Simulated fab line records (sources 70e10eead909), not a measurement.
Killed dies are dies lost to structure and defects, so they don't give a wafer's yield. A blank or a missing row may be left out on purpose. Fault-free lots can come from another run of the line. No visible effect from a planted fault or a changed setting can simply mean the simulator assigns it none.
Problem report, 8D (eight disciplines) form, completed by code :: flow nand_harc :: the parts of the form that need people (team, actions taken, sign-off) are left out

1. WHAT WENT WRONG
Mean of thk_nm at NHARC_A_ONON_D2_THK_MEAS_11: 1625 nm across 6 wafers in 2 lots; on wafers with no fault it is 1001 nm (standard deviation 9.5). That puts it +66 standard deviations away from the usual mean.
The step: measures by ellipsometry.
The first sign was on wafer L141.1 at day 15 06:33, on film_metro-02. The record holds 42 wafers of 14 lots with a number at this step. Rule for "out" (also "out of limits"): further than 4 standard deviations from the usual mean. All remaining wafers that have a number are taken as sound.

2. WHAT IT IS, AND WHAT IT ISN'T
question: which readings at this step
is: thk_nm
is not: -

question: which lots
is: L141, L142
is not: L135, L136, L147, L148, L149, L150, L151, L152, L154, L155, L157, L158

question: which wafers of those lots
is: all that have a number
is not: -

question: read on which gauges
is: film_metro-01, film_metro-02
is not: -

question: when
is: from day 15 06:33
is not: up to then (6 sound wafers); but 30 sound wafers of L147, L148, L149, L150, L151, L152, L154, L155, L157, L158 came after

3. WHAT RULES OUT EACH SUSPECT
Counting: any tool at a process step up to the reading is kept as a suspect provided that every lot that is out went through it and no sound lot did after the first of them.
- the gauge at NHARC_A_ONON_D2_THK_MEAS_11: ruled out. The wafers that are out were read on 2 gauges (film_metro-01, film_metro-02).
- pecvd_onon-02 at NHARC_A_ONON_D2_DEP_09 (target thk 1000 nm): ruled out as a lasting fault. The sound lots L152, L155, L158 went through it after L141, its earliest lot that is out (day 15 06:03).
Left after counting: nothing in the record.

4. THE CAUSE (what the simulator had put in)
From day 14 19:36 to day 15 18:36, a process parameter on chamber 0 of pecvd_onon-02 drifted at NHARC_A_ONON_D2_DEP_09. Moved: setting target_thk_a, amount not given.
Counting ruled it out, wrongly: the rule takes a fault to strike every lot that its tool runs from its start on, and this one did not.

5. SEQUENCE OF EFFECTS, ordered by route
One row per reading whose mean, taken over the struck wafers that have a number, lies over 3 standard deviations from the usual. Only readings for which the record gives a usual standard deviation are gone through. hours: the time from each lot's start at the first step in this table that gives one to its start at this step, as a median over the lots. sigmas: the change in usual standard deviations.
hours: 0
step: NHARC_A_ONON_D2_THK_MEAS_11
reading: thk_nm
usual: 1001 nm
on struck wafers: 1625
change: +624
sigmas: +66

hours: 293
step: NHARC_END_SORT_01
reading: killed_at_array
usual: 59
on struck wafers: 673
change: +614
sigmas: +31

hours: 293
step: NHARC_END_SORT_01
reading: killed_dies
usual: 63
on struck wafers: 677
change: +614
sigmas: +29

6. WHAT WOULD HAVE CAUGHT IT SOONER
The first out-of-limits reading at a measuring or inspecting step in this record came at day 15 06:33, 11 hours after the fault's start at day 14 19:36.
